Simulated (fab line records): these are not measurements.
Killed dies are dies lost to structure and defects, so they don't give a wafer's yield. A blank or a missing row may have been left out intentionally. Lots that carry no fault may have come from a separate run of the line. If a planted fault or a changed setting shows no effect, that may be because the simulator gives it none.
Struck lot and sound lot, side by side + flow nand-harc + 14 out of 1302 route steps
Sound: wafers L743.1, L743.2, L743.4. Struck: wafer L757.3; the same lot's L757.4 was not struck, so it is left out; see the end for the cause.
For every step that has rows: the tool of each side, followed by ch and its chambers, followed by its first start. Under that, the readings that differ: sound wafers + struck wafers + difference of the means + sigmas: that difference in standard deviations of wafers without a fault.
alike: readings whose means differ by less than 2 such deviations, and words and numbers that are the same on both sides. not compared: withheld readings, readings that some wafer has no value for, bounds like >300 that may hide the same value, and numbers for which the record gives no deviation and whose values overlap.
The two part at a step that has a row with sigmas, a row that says differs or no value, or rows on one side only. Non-overlapping numbers with no deviation appear without sigmas and do not part them. Lack of a reading on every wafer of one side parts them only where that side has two or more wafers.

first, 9 steps without rows for these wafers: NHARC_A_STAIRCASE_DEHYDRATE_01 (time 120 s); NHARC_A_STAIRCASE_HMDS_02 (time 30 s); NHARC_A_STAIRCASE_COAT_03; NHARC_A_STAIRCASE_SOFTBAKE_04 (time 170 s); NHARC_A_STAIRCASE_EBR_05; NHARC_A_STAIRCASE_EXPOSE_06 (exposes mask STAIR); NHARC_A_STAIRCASE_PEB_07 (peb time 130 s); NHARC_A_STAIRCASE_DEVELOP_08 (time 140 s); NHARC_A_STAIRCASE_HARDBAKE_10 (time 140 s).
NHARC_A_STAIRCASE_DESCUM_11: chemistry O2, time 3 s.
  sound on rie-diel-03 ch 1,2,3, day 18 06:34; struck on rie-diel-03 ch 2, day 23 19:50
| reading                | sound                | struck | difference | sigmas |
|------------------------|----------------------|--------|------------|--------|
| rf-hours-counter-h (h) | 34 32 35             | 19     | -15        |        |
| throttle-valve-pct (%) | 11.301 11.321 11.302 | 11.286 | -0.022     | -2     |
  alike: drypump-motor-current-A, oes-product-au, rf-vpp-V, showerhead-plenum-p-Torr
NHARC_A_STAIRCASE_TRIM_12: chemistry O2, time 211.2 s.
  sound on rie-diel-03 ch 0,1,2, day 18 06:40; struck on rie-diel-03 ch 3, day 23 19:56
  alike: drypump-motor-current-A, oes-product-au, rf-vpp-V, showerhead-plenum-p-Torr, throttle-valve-pct
  not compared: rf-hours-counter-h
NHARC_A_STAIRCASE_ETCH_13: etches the open film in C4F8/O2, target depth 100 nm, time 40.5 s.
  sound on rie-diel-03 ch 0,1,3, day 18 06:49; struck on rie-diel-03 ch 0, day 23 20:04
| reading                | sound             | struck | difference | sigmas |
|------------------------|-------------------|--------|------------|--------|
| oes-product-au (a.u.)  | 0.926 0.919 0.920 | 0.775  | -0.147     | -10    |
| rf-hours-counter-h (h) | 35 32 35          | 25     | -9         |        |
  alike: rf-vpp-V
NHARC_A_STAIRCASE_TRIM_14: chemistry O2, time 211.2 s.
  sound: rie-diel-03 ch 0,2,3; struck: rie-diel-03 ch 3
| reading                | sound          | struck | difference | sigmas |
|------------------------|----------------|--------|------------|--------|
| rf-hours-counter-h (h) | 35 35 34       | 33     | -2         |        |
| rf-vpp-V (V)           | 57.3 59.8 57.7 | 56.5   | -1.8       | -2     |
  alike: drypump-motor-current-A, oes-product-au, showerhead-plenum-p-Torr, throttle-valve-pct
-- record jumps: 9 days between struck wafers' starts before vs after; left off in module A_STAIRCASE, resumes in module END, first step shown is number 1302 of the route --
NHARC_END_SORT_01:
  only the struck wafers appear in the record here, on prober-01 ch 0 at day 32 20:04; the sound ones have no rows

== WHERE THEY PART ==
Earliest at NHARC_A_STAIRCASE_DESCUM_11; latest, in this record, at NHARC_END_SORT_01.

WHY: whatever the simulator had introduced
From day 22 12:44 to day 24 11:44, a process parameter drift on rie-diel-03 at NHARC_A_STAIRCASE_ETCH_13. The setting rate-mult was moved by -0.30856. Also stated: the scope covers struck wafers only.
